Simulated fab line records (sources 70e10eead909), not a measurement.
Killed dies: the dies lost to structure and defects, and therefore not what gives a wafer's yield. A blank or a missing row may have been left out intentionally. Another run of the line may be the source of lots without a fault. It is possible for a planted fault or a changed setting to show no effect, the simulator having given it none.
Comparing a struck lot with a sound one / flow nand_harc / 24 steps out of a route of 1159
Sound: these wafers, L446.1, L446.2, L446.3. Wafers struck: L455.2, L455.5. Last of all comes the cause.
For every step that has rows: the tool of each side, followed by ch and its chambers, followed by its first start. Under that, the readings that differ: sound wafers / struck wafers / difference of the means / sigmas: that difference in standard deviations of wafers without a fault.
alike: words and numbers the same on both sides, and readings whose means are apart by under 2 such deviations; not compared: readings that were withheld, readings missing a value for some wafer, numbers with overlapping values and no deviation given by the record, and bounds like >300 which may hide the same value.
Wherever a step has rows on one side only, a row that says differs or no value, or a row with sigmas, the two part there. When numbers do not overlap yet have no deviation, they are printed without sigmas and do not part them. A reading missing from all wafers of one side parts the sides only when that side holds two or more wafers.

first, 5 steps without rows for these wafers: NHARC_A_SLIT_SOFTBAKE_04 (time 55 s); NHARC_A_SLIT_EBR_05; NHARC_A_SLIT_EXPOSE_06 (exposes mask SLIT); NHARC_A_SLIT_PEB_07 (peb time 65 s); NHARC_A_SLIT_DEVELOP_08 (develop time 35 s).
NHARC_A_SLIT_CD_MEAS_09 targets a cd of 300 nm.
  sound on cd_sem-03 ch 0, day 14 20:20; struck on cd_sem-02 ch 0, day 17 02:07
  alike: cd_nm
NHARC_A_SLIT_OVL_MEAS_10:
  sound on overlay-01 at day 14 20:26; struck on overlay-01 at day 17 02:12
  alike: overlay_x_nm, overlay_y_nm
NHARC_A_SLIT_INSPECT_11:
  sound on defect_inspect-02 at day 14 20:28; struck on defect_inspect-01 at day 17 02:14
  alike: raw_defect_count
then, 1 step without rows for these wafers: NHARC_A_SLIT_DESCUM_14 (chemistry O2, time 3 s).
NHARC_A_SLIT_ETCH_24: etches the open film in CF4/CHF3, target depth 121 nm, time 60.5 s.
  sound on rie_diel-05 ch 0,2,3, day 14 20:38; struck on rie_diel-05 ch 0, day 17 02:23
reading=oes_product_au (a.u.); sound=0.938 0.929 0.922; struck=0.982 0.984; difference=+0.053; sigmas=+3
  alike: drypump_motor_current_A, rf_vpp_V, showerhead_plenum_p_Torr, throttle_valve_pct
  not compared: rf_hours_counter_h
NHARC_A_SLIT_ETCH_15: etches the open film in O2/COS, target depth 3200 nm, time 832 s.
  sound: rie_diel-05 ch 0,2,3; struck: rie_diel-05 ch 0,1
reading=oes_product_au (a.u.); sound=1.002 0.996 0.997; struck=1.016 1.019; difference=+0.019; sigmas=+2
  alike: cos_flow_sccm, drypump_motor_current_A, rf_vpp_V, showerhead_plenum_p_Torr, throttle_valve_pct
  not compared: rf_hours_counter_h
NHARC_A_SLIT_ETCH_17: etches the open film in C4F8/O2/Ar, time 1687.5 s, target depth 10100 nm.
  sound on har_etch-01 ch 0,1, day 14 22:50; struck on har_etch-02 ch 1, day 17 03:20
  alike: drypump_motor_current_A, showerhead_plenum_p_Torr, throttle_valve_pct
  not compared: rf_hours_counter_h
NHARC_A_SLIT_ETCH_26: etches the open film in C4F8/O2/Ar, time 90 s, target depth 400 nm.
  sound on har_etch-01 ch 0,1, day 15 00:20; struck on har_etch-02 ch 1, day 17 04:35
  alike: drypump_motor_current_A, showerhead_plenum_p_Torr, throttle_valve_pct
  not compared: rf_hours_counter_h
then, 1 step without rows for these wafers: NHARC_A_SLIT_STRIP_28 (strips in O2/COS).
NHARC_A_SLIT_ETCH_29: etches the open film in CF4/O2, target depth 100 nm, overetch 10 nm, time 55 s.
  sound on rie_diel-05 ch 0,2,3, day 15 00:58; struck on rie_diel-05 ch 0,3, day 17 05:10
  alike: drypump_motor_current_A, oes_product_au, rf_vpp_V, showerhead_plenum_p_Torr, throttle_valve_pct
  not compared: rf_hours_counter_h
NHARC_A_SLIT_STRIP_18: strips in O2.
  sound: rie_diel-05 ch 0,2,3; struck: rie_diel-05 ch 0,2
  alike: drypump_motor_current_A, oes_product_au, rf_vpp_V, showerhead_plenum_p_Torr, throttle_valve_pct
  not compared: rf_hours_counter_h
then, 2 steps without rows for these wafers: NHARC_A_SLIT_PRECLEAN_19 (cleans in SC1); NHARC_A_SLIT_SRD_20.
NHARC_A_SLIT_CD_MEAS_21:
  sound on cd_sem-01 at day 15 01:35; struck on cd_sem-02 at day 17 05:42
  alike: cd_nm
then, 3 steps without rows for these wafers: NHARC_A_SIN_REMOVE_WET_00 (chemistry H3PO4, time 15300 s); NHARC_A_SIN_REMOVE_PRECLEAN_01 (cleans in SC1); NHARC_A_SIN_REMOVE_SRD_02.
NHARC_A_SIN_REMOVE_INSPECT_04:
  sound on defect_inspect-02 at day 15 08:50; struck on defect_inspect-01 at day 17 13:53
reading=raw_defect_count; sound=270 503 425; struck=759 647; difference=+304; sigmas=+4
  not compared: hold
-- the record jumps here: 5 days lie between the struck wafers' starts before and after (it left off in module A_SIN_REMOVE and takes up again in module END, whose first step shown is number 1159 of the route) --
NHARC_END_SORT_01:
  the record has rows for the struck wafers here (prober-02 ch 0, day 22 16:47) and none for the sound ones

== WHERE THEY PART ==
Earliest at NHARC_A_SLIT_ETCH_24; latest, in this record, at NHARC_END_SORT_01.

WHY: whatever the simulator had introduced
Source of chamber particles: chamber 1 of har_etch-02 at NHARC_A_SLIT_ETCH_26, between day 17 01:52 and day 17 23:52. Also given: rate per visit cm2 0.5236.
